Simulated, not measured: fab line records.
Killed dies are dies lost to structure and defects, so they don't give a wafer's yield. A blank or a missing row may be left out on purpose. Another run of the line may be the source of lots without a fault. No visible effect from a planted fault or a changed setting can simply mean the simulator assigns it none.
fab line records ; flow n5Finfet ; part 1 of 2: steps 1 to 4 of 6
record: lots: 22; wafers: 66; lastDay: 17
route steps=1938 shown STI_FIN_REVEAL@200 DUMMY_GATE@242 SD_EPI_P@306 GATE_CUT@465
lots that met no fault: from a run of the same line without faults
startH: hours from the record's first day to the start of the lot's first wafer shown ; waitH: hours from the lot's prior step to this one ; " unchanged from the row above ; L1.1+2: one row covering several wafers at once ; - no value, or no start given ; * or withheld: withheld ; < > ~ a bound
route shown NAME@n: a module of which the file shows steps, and the number in the route of the first ; usual: mean/standard deviation of fault-free wafers ; same: alike in all rows ; chamber/n: place in a boat ; sites: per-site readings ; _std_site: the values' standard deviation ; _edge_site: inner sites' mean taken away from outer sites' mean ; radiusMm: how far each site lies from the wafer's centre ; mask NAME#n: copy n ; behind: the tool/chamber that last shaped the wafer ; hold: cause of the lot's hold/its duration in hours/its outcome ; device: which transistor (n, p or np) failed to switch ; end of line: the tests these same wafers got at the end of their route ; a step given without rows: its recipe and nothing more ; killed: at the first sort, the dies lost to defects and structure; wafer yield is something else ; map: dies across one wafer; x = killed, . = not, _ = none there
set.NAME: the run value of the setting; set.NAME@STEP: its run value at that earlier step ; model.NAME: the simulator's own value behind a step, which no gauge read
route steps across a sampled set of lots; one table per step, one row per wafer
services: the hour from which a tool's chamber was out of use, counted from the record's first day as startH (under 0 if before that day), plus the number of hours and why
== steps ==
step: N5_STI_FIN_REVEAL_OXIDATION_31
recipe: chemistry: O2_PLASMA_REMOTE; tempC: 150; timeS: 20; pressureMtorr: 1000; sourcePowerW: 2000; o2FlowSccm: 3000
usual: drypumpMotorCurrentA: 5.5/0.54; heaterPowerW: 151/24; rfFwdPowerW: 1976/7.7
same: timeS: 20
lot.wafer;tool;chamber;startH;waitH;drypumpMotorCurrentA;heaterPowerW;rfFwdPowerW;rfHoursCounterH
L074.1;plasmaAsher-02;0;38.52;0.0;5.5;147;1971;28
L074.2;plasmaAsher-02;1;38.52;0.0;5.1;185;1989;28
L074.4;plasmaAsher-02;1;38.52;0.0;5.1;183;1977;-
L075.1;plasmaAsher-02;1;45.68;0.0;5.1;183;1977;29
L075.3;plasmaAsher-02;0;45.68;0.0;5.5;142;1986;-
L075.4;plasmaAsher-02;1;45.68;0.0;5.1;184;1972;-
L076.2;plasmaAsher-02;0;47.95;0.0;5.5;147;1970;30
L076.3;plasmaAsher-02;0;47.95;0.0;5.5;145;1973;-
L076.5;plasmaAsher-02;0;47.95;0.0;5.4;146;1971;-
L077.2;plasmaAsher-01;0;56.94;0.1;5.1;144;1966;80
L077.5;plasmaAsher-01;1;56.94;0.1;6.5;118;1985;-
L077.6;plasmaAsher-01;0;56.94;0.1;5.1;148;1979;-
L078.1;plasmaAsher-02;1;61.01;0.0;5.1;185;1982;33
L078.5;plasmaAsher-02;0;61.01;0.0;5.4;142;1984;-
L078.6;plasmaAsher-02;1;61.01;0.0;5.1;181;1976;-
L079.1;plasmaAsher-02;0;66.95;0.0;5.5;147;1965;34
L079.3;plasmaAsher-02;0;66.95;0.0;5.5;148;1970;-
L079.4;plasmaAsher-02;1;66.95;0.0;5.1;190;1976;-
L080.3;plasmaAsher-01;1;74.04;0.1;6.5;115;1984;-
L080.4;plasmaAsher-01;0;74.04;0.1;5.1;146;1976;-
L080.5;plasmaAsher-01;1;74.04;0.1;6.5;119;1987;-
L082.3;plasmaAsher-01;1;84.10;0.1;6.5;119;1990;-
L082.4;plasmaAsher-01;0;84.10;0.1;5.1;145;1955;-
L082.6;plasmaAsher-01;0;84.10;0.1;5.1;149;1958;-
L083.2;plasmaAsher-02;0;92.02;0.0;5.5;150;1969;39
L083.4;plasmaAsher-02;0;92.02;0.0;5.4;148;1964;-
L083.5;plasmaAsher-02;0;92.02;0.0;5.5;147;1964;-
L084.2;plasmaAsher-01;1;99.63;0.0;6.5;118;1988;88
L084.5;plasmaAsher-01;0;99.63;0.0;5.1;147;1982;-
L084.6;plasmaAsher-01;1;99.63;0.0;6.5;117;1987;-
L085.2;plasmaAsher-01;0;104.19;0.0;5.1;152;1969;89
L085.3;plasmaAsher-01;0;104.19;0.0;5.1;148;1965;-
L085.4;plasmaAsher-01;1;104.19;0.0;6.5;119;1982;-
L086.1;plasmaAsher-02;1;111.67;0.0;5.1;186;1985;43
L086.3;plasmaAsher-02;0;111.67;0.0;5.5;148;1969;-
L086.4;plasmaAsher-02;1;111.67;0.0;5.1;187;1987;-
L087.4;plasmaAsher-02;0;116.65;0.1;5.5;147;1968;-
L087.5;plasmaAsher-02;0;116.65;0.1;5.5;145;1963;-
L087.6;plasmaAsher-02;1;116.65;0.1;5.1;184;1978;-
L089.1;plasmaAsher-01;0;126.47;0.0;5.1;148;1979;94
L089.3;plasmaAsher-01;1;126.47;0.0;6.5;115;1989;-
L089.4;plasmaAsher-01;0;126.47;0.0;5.1;145;1975;-
L090.1;plasmaAsher-02;1;133.89;0.0;5.1;186;1981;46
L090.4;plasmaAsher-02;1;133.89;0.0;5.1;187;1974;-
L090.6;plasmaAsher-02;1;133.89;0.0;5.1;185;1980;-
L091.2;plasmaAsher-02;0;137.82;0.0;5.4;145;1978;46
L091.3;plasmaAsher-02;0;137.82;0.0;5.5;145;1969;-
L091.5;plasmaAsher-02;1;137.82;0.0;5.1;185;1979;-
L092.4;plasmaAsher-01;1;145.60;0.1;6.5;119;1988;-
L092.5;plasmaAsher-01;1;145.60;0.1;6.5;119;1982;-
L092.6;plasmaAsher-01;0;145.60;0.1;5.1;145;1969;-
L093.3;plasmaAsher-01;0;151.51;0.1;5.1;148;1977;-
L093.4;plasmaAsher-01;1;151.51;0.1;6.5;118;1979;-
L093.5;plasmaAsher-01;0;151.51;0.1;5.1;151;1977;-
L094.1;plasmaAsher-02;0;157.35;0.0;5.5;146;1969;51
L094.4;plasmaAsher-02;1;157.35;0.0;5.1;183;1979;-
L094.6;plasmaAsher-02;0;157.35;0.0;5.5;148;1971;-
L095.1;plasmaAsher-02;0;162.76;0.0;5.5;144;1965;52
L095.3;plasmaAsher-02;0;162.76;0.0;5.5;146;1962;-
L095.4;plasmaAsher-02;1;162.76;0.0;5.1;185;1975;-
L096.1;plasmaAsher-02;0;170.36;0.0;5.5;141;1970;53
L096.3;plasmaAsher-02;1;170.36;0.0;5.1;184;1984;-
L096.5;plasmaAsher-02;0;170.36;0.0;5.5;147;1970;-
L097.3;plasmaAsher-02;1;175.10;0.1;5.1;184;1982;-
L097.4;plasmaAsher-02;0;175.10;0.1;5.5;149;1981;-
L097.6;plasmaAsher-02;0;175.10;0.1;5.5;141;1967;-
step: N5_DUMMY_GATE_CD_MEAS_50
recipe: targetCdNm: 14
usual: cdNm: 14.1/0.43
lot.wafer;tool;chamber;startH;waitH;cdNm
L074.1;cdSem-03;-;49.11;0.0;13.8
L074.2;cdSem-03;-;49.11;0.0;13.7
L074.4;cdSem-03;-;49.11;0.0;13.5
L075.1;cdSem-01;-;56.77;0.0;14.1
L075.3;cdSem-01;-;56.77;0.0;13.5
L075.4;cdSem-01;-;56.77;0.0;14.0
L076.2;cdSem-02;-;62.38;0.0;14.6
L076.3;cdSem-02;-;62.38;0.0;14.3
L076.5;cdSem-02;-;62.38;0.0;14.4
L077.2;cdSem-03;-;66.73;0.0;13.7
L077.5;cdSem-03;-;66.73;0.0;13.9
L077.6;cdSem-03;-;66.73;0.0;14.6
L078.1;cdSem-01;-;70.91;0.0;13.9
L078.5;cdSem-01;-;70.91;0.0;14.6
L078.6;cdSem-01;-;70.91;0.0;14.1
L079.1;cdSem-02;-;76.56;0.0;14.1
L079.3;cdSem-02;-;76.56;0.0;13.8
L079.4;cdSem-02;-;76.56;0.0;14.3
L080.3;cdSem-03;-;83.76;0.0;14.4
L080.4;cdSem-03;-;83.76;0.0;13.6
L080.5;cdSem-03;-;83.76;0.0;14.1
L082.3;cdSem-02;-;93.72;0.0;14.3
L082.4;cdSem-02;-;93.72;0.0;13.0
L082.6;cdSem-02;-;93.72;0.0;13.6
L083.2;cdSem-03;-;101.80;0.0;14.0
L083.4;cdSem-03;-;101.80;0.0;13.7
L083.5;cdSem-03;-;101.80;0.0;14.8
L084.2;cdSem-01;-;109.77;0.0;13.9
L084.5;cdSem-01;-;109.77;0.0;14.7
L084.6;cdSem-01;-;109.77;0.0;13.3
L085.2;cdSem-03;-;114.66;0.0;13.8
L085.3;cdSem-03;-;114.66;0.0;13.9
L085.4;cdSem-03;-;114.66;0.0;13.4
L086.1;cdSem-01;-;125.05;0.0;14.5
L086.3;cdSem-01;-;125.05;0.0;14.8
L086.4;cdSem-01;-;125.05;0.0;14.6
L087.4;cdSem-02;-;126.36;0.0;14.3
L087.5;cdSem-02;-;126.36;0.0;14.0
L087.6;cdSem-02;-;126.36;0.0;14.6
L089.1;cdSem-03;-;136.54;0.0;14.2
L089.3;cdSem-03;-;136.54;0.0;13.8
L089.4;cdSem-03;-;136.54;0.0;13.9
L090.1;cdSem-01;-;143.65;0.0;14.3
L090.4;cdSem-01;-;143.65;0.0;14.5
L090.6;cdSem-01;-;143.65;0.0;14.0
L091.2;cdSem-01;-;147.44;0.0;13.6
L091.3;cdSem-01;-;147.44;0.0;14.1
L091.5;cdSem-01;-;147.44;0.0;14.3
L092.4;cdSem-02;-;155.44;0.0;14.3
L092.5;cdSem-02;-;155.44;0.0;13.6
L092.6;cdSem-02;-;155.44;0.0;14.5
L093.3;cdSem-02;-;161.22;0.0;14.3
L093.4;cdSem-02;-;161.22;0.0;14.4
L093.5;cdSem-02;-;161.22;0.0;14.3
L094.1;cdSem-03;-;167.08;0.0;14.1
L094.4;cdSem-03;-;167.08;0.0;14.6
L094.6;cdSem-03;-;167.08;0.0;14.4
L095.1;cdSem-01;-;172.50;0.0;14.3
L095.3;cdSem-01;-;172.50;0.0;13.7
L095.4;cdSem-01;-;172.50;0.0;13.7
L096.1;cdSem-01;-;180.28;0.0;14.3
L096.3;cdSem-01;-;180.28;0.0;13.7
L096.5;cdSem-01;-;180.28;0.0;14.2
L097.3;cdSem-02;-;185.26;0.0;14.3
L097.4;cdSem-02;-;185.26;0.0;14.5
L097.6;cdSem-02;-;185.26;0.0;13.6
step: N5_DUMMY_GATE_ETCH_44
recipe: chemistry: HBr/O2; overEtchFrac: 0.7; targetDepthA: 1275; stopOn: SiO2; ionEnergyEv: 60; biasW: 20; target: poly-Si; maskMaterial: SiO2; pressureMtorr: 20; icpW: 400; HBr_flow_sccm: 120; O2_flow_sccm: 10
usual: drypumpMotorCurrentA: 5.6/0.43; oesProductAu: 0.731/0.013; rfFwdPowerW: 398.2/1.2; throttleValvePct: 18.51/0.25
lot.wafer;tool;chamber;startH;waitH;drypumpMotorCurrentA;oesProductAu;rfFwdPowerW;rfHoursCounterH;throttleValvePct
L074.1;rieSi-01;1;49.61;0.0;5.3;0.731;398.3;78;18.57
L074.2;rieSi-01;3;49.61;0.0;5.3;0.735;398.0;162;18.41
L074.4;rieSi-01;2;49.61;0.0;4.8;0.742;400.7;47;18.39
L075.1;rieSi-04;0;57.18;0.0;5.9;0.736;399.0;168;18.40
L075.3;rieSi-04;1;57.18;0.0;6.2;0.751;397.1;66;18.64
L075.4;rieSi-04;3;57.18;0.0;5.5;0.726;398.6;113;18.49
L076.2;rieSi-02;2;62.76;0.0;6.2;0.724;398.5;44;18.73
L076.3;rieSi-02;1;62.76;0.0;6.0;0.731;398.9;201;18.40
L076.5;rieSi-02;1;62.76;0.0;6.0;0.731;399.5;-;18.40
L077.2;rieSi-01;3;67.11;0.0;5.2;0.736;397.2;163;18.40
L077.5;rieSi-01;3;67.11;0.0;5.3;0.733;397.1;-;18.41
L077.6;rieSi-01;2;67.11;0.0;4.8;0.730;400.1;-;18.40
L078.1;rieSi-02;0;71.50;0.0;5.5;0.710;398.6;133;18.71
L078.5;rieSi-02;0;71.50;0.0;5.5;0.702;399.5;-;18.71
L078.6;rieSi-02;3;71.50;0.0;5.7;0.748;397.9;-;18.38
L079.1;rieSi-01;0;76.95;0.0;4.8;0.735;398.7;134;19.06
L079.3;rieSi-01;3;76.95;0.0;5.3;0.730;395.8;163;18.40
L079.4;rieSi-01;2;76.95;0.0;4.8;0.756;400.8;47;18.38
L080.3;rieSi-01;2;84.13;0.0;4.8;0.744;399.6;47;18.41
L080.4;rieSi-01;3;84.13;0.0;5.3;0.736;396.7;163;18.39
L080.5;rieSi-01;3;84.13;0.0;5.3;0.737;397.1;-;18.41
L082.3;rieSi-04;3;94.10;0.0;5.6;0.736;396.7;113;18.47
L082.4;rieSi-04;0;94.10;0.0;5.9;0.747;397.9;169;18.40
L082.6;rieSi-04;0;94.10;0.0;5.8;0.753;398.1;-;18.40
L083.2;rieSi-04;0;102.18;0.0;5.9;0.747;397.8;169;18.41
L083.4;rieSi-04;1;102.18;0.0;6.2;0.724;398.3;67;18.64
L083.5;rieSi-04;3;102.18;0.0;5.6;0.720;399.0;-;18.49
L084.2;rieSi-02;0;110.36;0.0;5.5;0.721;397.4;134;18.71
L084.5;rieSi-02;1;110.36;0.0;6.0;0.750;395.7;-;18.21
L084.6;rieSi-02;0;110.36;0.0;5.5;0.718;397.8;-;18.73
L085.2;rieSi-01;2;115.04;0.0;4.8;0.747;398.1;48;18.38
L085.3;rieSi-01;0;115.04;0.0;4.9;0.711;396.4;135;19.06
L085.4;rieSi-01;1;115.04;0.0;5.3;0.717;398.0;79;18.58
L086.1;rieSi-01;2;125.43;0.0;4.8;0.755;398.4;48;18.39
L086.3;rieSi-01;0;125.43;0.0;4.8;0.718;396.4;135;19.07
L086.4;rieSi-01;1;125.43;0.0;5.3;0.728;399.0;79;18.60
L087.4;rieSi-02;1;126.74;0.0;5.9;0.750;399.7;1;18.21
L087.5;rieSi-02;2;126.74;0.0;6.2;0.737;398.6;-;18.72
L087.6;rieSi-02;1;126.74;0.0;6.0;0.756;399.8;-;18.21
L089.1;rieSi-04;3;137.02;0.0;5.5;0.730;399.7;114;18.48
L089.3;rieSi-04;1;137.02;0.0;6.1;0.735;398.1;68;18.62
L089.4;rieSi-04;2;137.02;0.0;5.8;0.711;398.0;20;18.07
L090.1;rieSi-02;1;144.03;0.0;6.0;0.758;398.1;1;18.21
L090.4;rieSi-02;0;144.03;0.0;5.5;0.714;398.3;134;18.72
L090.6;rieSi-02;1;144.03;0.0;6.0;0.756;399.1;-;18.22
L091.2;rieSi-04;1;147.82;0.0;6.2;0.730;396.4;68;18.61
L091.3;rieSi-04;0;147.82;0.0;5.8;0.756;396.0;170;18.41
L091.5;rieSi-04;3;147.82;0.0;5.6;0.713;398.3;-;18.48
L092.4;rieSi-02;3;155.82;0.0;5.6;0.730;399.0;26;18.39
L092.5;rieSi-02;2;155.82;0.0;6.2;0.719;397.8;-;18.73
L092.6;rieSi-02;1;155.82;0.0;6.0;0.744;396.3;-;18.23
L093.3;rieSi-02;0;161.72;0.0;5.5;0.707;397.1;135;18.73
L093.4;rieSi-02;3;161.72;0.0;5.6;0.736;399.6;26;18.38
L093.5;rieSi-02;1;161.72;0.0;6.0;0.753;397.8;-;18.22
L094.1;rieSi-04;1;167.46;0.0;6.2;0.747;397.9;68;18.63
L094.4;rieSi-04;3;167.46;0.0;5.5;0.731;396.7;115;18.48
L094.6;rieSi-04;3;167.46;0.0;5.6;0.719;397.9;-;18.47
L095.1;rieSi-04;0;172.89;0.0;5.8;0.741;396.8;171;18.41
L095.3;rieSi-04;1;172.89;0.0;6.1;0.738;399.2;68;18.64
L095.4;rieSi-04;2;172.89;0.0;5.7;0.722;399.4;21;18.07
L096.1;rieSi-01;0;180.67;0.0;4.8;0.728;399.9;136;19.08
L096.3;rieSi-01;1;180.67;0.0;5.3;0.712;398.9;80;18.60
L096.5;rieSi-01;3;180.67;0.0;5.2;0.735;397.9;-;18.39
L097.3;rieSi-04;2;185.64;0.0;5.8;0.724;399.8;21;18.08
L097.4;rieSi-04;3;185.64;0.0;5.5;0.727;397.0;115;18.49
L097.6;rieSi-04;2;185.64;0.0;5.7;0.727;398.9;-;18.08
step: N5_SD_EPI_P_DESCUM_14
recipe: chemistry: O2; timeS: 7.9; sourcePowerW: 50; biasPowerW: 20; pressureMtorr: 20; rfFrequencyHz: 2.712e+07; tempC: 40; resist: CAR-ArF-block; o2FlowSccm: 225
usual: drypumpMotorCurrentA: 5.6/0.52; oesProductAu: 0.78/0.068; rfFwdPowerW: 49.34/0.24; rfVppV: 243.5/1.7; showerheadPlenumPTorr: 2.11/0.09; throttleValvePct: 20.46/0.23
same: timeS: 7.9
lot.wafer;tool;chamber;startH;waitH;drypumpMotorCurrentA;oesProductAu;rfFwdPowerW;rfHoursCounterH;rfVppV;showerheadPlenumPTorr;throttleValvePct
L074.1;rieDiel-02;2;56.05;0.0;6.1;0.83;49.47;76;241.0;1.95;20.73
L074.2;rieDiel-02;0;56.05;0.0;5.3;0.78;49.46;130;244.0;2.09;20.52
L074.4;rieDiel-02;3;56.05;0.0;5.6;0.92;49.27;15;246.0;2.21;20.19
L075.1;rieDiel-01;2;63.13;0.0;4.8;0.68;49.31;241;242.0;1.97;20.68
L075.3;rieDiel-01;0;63.13;0.0;6.2;0.74;49.35;150;244.4;2.19;20.51
L075.4;rieDiel-01;3;63.13;0.0;5.2;0.80;49.32;119;243.4;2.10;20.57
L076.2;rieDiel-03;3;69.24;0.0;5.8;0.82;49.44;74;246.1;2.20;20.43
L076.3;rieDiel-03;1;69.24;0.0;5.2;0.78;49.11;121;244.1;2.11;20.66
L076.5;rieDiel-03;3;69.24;0.0;5.8;0.81;49.46;-;245.6;2.20;20.44
L077.2;rieDiel-03;0;74.35;0.0;5.3;0.76;49.25;146;244.3;2.09;20.62
L077.5;rieDiel-03;2;74.35;0.0;6.4;0.77;49.19;-;244.1;2.18;20.13
L077.6;rieDiel-03;3;74.35;0.0;5.8;0.81;49.52;-;245.5;2.20;20.45
L078.1;rieDiel-01;3;78.23;0.0;5.2;0.80;49.34;124;243.7;2.10;20.56
L078.5;rieDiel-01;2;78.23;0.0;4.8;0.68;49.56;-;241.4;1.97;20.69
L078.6;rieDiel-01;0;78.23;0.0;6.1;0.74;49.34;-;245.0;2.18;20.53
L079.1;rieDiel-02;1;83.99;0.0;4.9;0.72;49.60;171;240.9;2.00;20.02
L079.3;rieDiel-02;0;83.99;0.0;5.3;0.76;49.59;140;242.6;2.08;20.52
L079.4;rieDiel-02;3;83.99;0.0;5.6;0.90;48.99;24;245.6;2.21;20.22
L080.3;rieDiel-02;3;90.89;0.1;5.6;0.90;49.32;26;244.7;2.21;20.21
L080.4;rieDiel-02;1;90.89;0.1;4.9;0.71;49.27;173;242.0;1.99;20.04
L080.5;rieDiel-02;1;90.89;0.1;4.9;0.72;49.18;-;239.4;1.99;20.03
L082.3;rieDiel-02;3;102.80;0.0;5.6;0.90;49.53;30;245.1;2.21;20.23
L082.4;rieDiel-02;3;102.80;0.0;5.6;0.90;49.54;-;245.9;2.21;20.23
L082.6;rieDiel-02;1;102.80;0.0;4.9;0.73;49.22;-;241.2;1.99;20.04
L083.2;rieDiel-03;1;109.36;0.1;5.2;0.76;49.30;134;243.2;2.10;20.68
L083.4;rieDiel-03;3;109.36;0.1;5.8;0.80;49.61;86;244.7;2.20;20.44
L083.5;rieDiel-03;3;109.36;0.1;5.9;0.80;49.52;-;244.7;2.20;20.46
L084.2;rieDiel-03;2;116.58;0.3;6.4;0.76;48.99;139;243.6;2.17;20.16
L084.5;rieDiel-03;1;116.58;0.3;5.2;0.75;49.34;-;243.7;2.10;20.68
L084.6;rieDiel-03;2;116.58;0.3;6.4;0.76;48.79;-;244.7;2.17;20.14
L085.2;rieDiel-03;0;121.58;0.0;5.3;0.75;49.41;161;242.4;2.09;20.65
L085.3;rieDiel-03;3;121.58;0.0;5.9;0.79;49.30;90;244.4;2.20;20.47
L085.4;rieDiel-03;1;121.58;0.0;5.2;0.76;49.16;137;244.5;2.10;20.68
L086.1;rieDiel-03;3;132.72;0.1;5.8;0.79;49.48;94;243.6;2.20;20.47
L086.3;rieDiel-03;1;132.72;0.1;5.2;0.75;49.26;141;243.1;2.10;20.68
L086.4;rieDiel-03;0;132.72;0.1;5.3;0.75;48.93;164;243.5;2.09;20.64
L087.4;rieDiel-03;2;133.39;0.4;6.4;0.75;48.61;145;244.2;2.17;20.16
L087.5;rieDiel-03;3;133.39;0.4;5.8;0.79;49.45;-;243.6;2.20;20.47
L087.6;rieDiel-03;0;133.39;0.4;5.3;0.75;49.16;-;242.9;2.08;20.65
L089.1;rieDiel-03;0;144.82;0.0;5.3;0.74;49.12;169;244.3;2.08;20.65
L089.3;rieDiel-03;2;144.82;0.0;6.4;0.75;49.06;148;245.9;2.17;20.15
L089.4;rieDiel-03;3;144.82;0.0;5.9;0.78;49.66;98;245.6;2.19;20.47
L090.1;rieDiel-02;3;151.14;0.5;5.6;0.87;49.25;46;244.3;2.20;20.24
L090.4;rieDiel-02;2;151.14;0.5;6.1;0.79;49.84;104;240.4;1.94;20.77
L090.6;rieDiel-02;0;151.14;0.5;5.3;0.74;49.65;-;243.1;2.08;20.56
L091.2;rieDiel-01;2;156.39;0.0;4.8;0.94;49.38;11;244.7;2.22;20.29
L091.3;rieDiel-01;3;156.39;0.0;5.2;0.78;49.48;150;243.0;2.09;20.61
L091.5;rieDiel-01;1;156.39;0.0;5.8;0.87;49.77;-;243.4;2.23;20.66
L092.4;rieDiel-02;1;162.66;0.2;4.9;0.70;49.51;199;241.7;1.99;20.08
L092.5;rieDiel-02;1;162.66;0.2;4.9;0.71;49.52;-;241.3;1.99;20.07
L092.6;rieDiel-02;2;162.66;0.2;6.1;0.80;49.58;-;240.3;1.94;20.76
L093.3;rieDiel-02;2;167.93;0.0;6.1;0.79;49.93;108;240.0;1.94;20.78
L093.4;rieDiel-02;3;167.93;0.0;5.6;0.86;49.53;50;245.4;2.20;20.24
L093.5;rieDiel-02;2;167.93;0.0;6.1;0.80;49.66;-;240.4;1.94;20.78
L094.1;rieDiel-01;0;173.91;0.0;6.2;0.71;49.30;186;244.7;2.17;20.56
L094.4;rieDiel-01;3;173.91;0.0;5.2;0.77;49.47;154;243.2;2.09;20.61
L094.6;rieDiel-01;1;173.91;0.0;5.8;0.86;49.65;-;245.0;2.23;20.66
L095.1;rieDiel-03;2;178.90;0.0;6.4;0.74;49.16;155;243.2;2.17;20.18
L095.3;rieDiel-03;3;178.90;0.0;5.9;0.78;49.40;108;244.4;2.19;20.49
L095.4;rieDiel-03;1;178.90;0.0;5.2;0.74;49.07;153;243.1;2.09;20.71
L096.1;rieDiel-01;2;189.48;0.0;4.8;0.93;49.51;20;245.2;2.22;20.31
L096.3;rieDiel-01;3;189.48;0.0;5.2;0.76;49.82;158;242.8;2.08;20.62
L096.5;rieDiel-01;3;189.48;0.0;5.2;0.76;49.67;-;243.0;2.08;20.63
L097.3;rieDiel-01;3;191.46;0.0;5.2;0.76;49.41;159;243.0;2.08;20.62
L097.4;rieDiel-01;2;191.46;0.0;4.8;0.93;49.45;-;245.2;2.22;20.32
L097.6;rieDiel-01;0;191.46;0.0;6.1;0.70;49.34;-;245.1;2.17;20.57
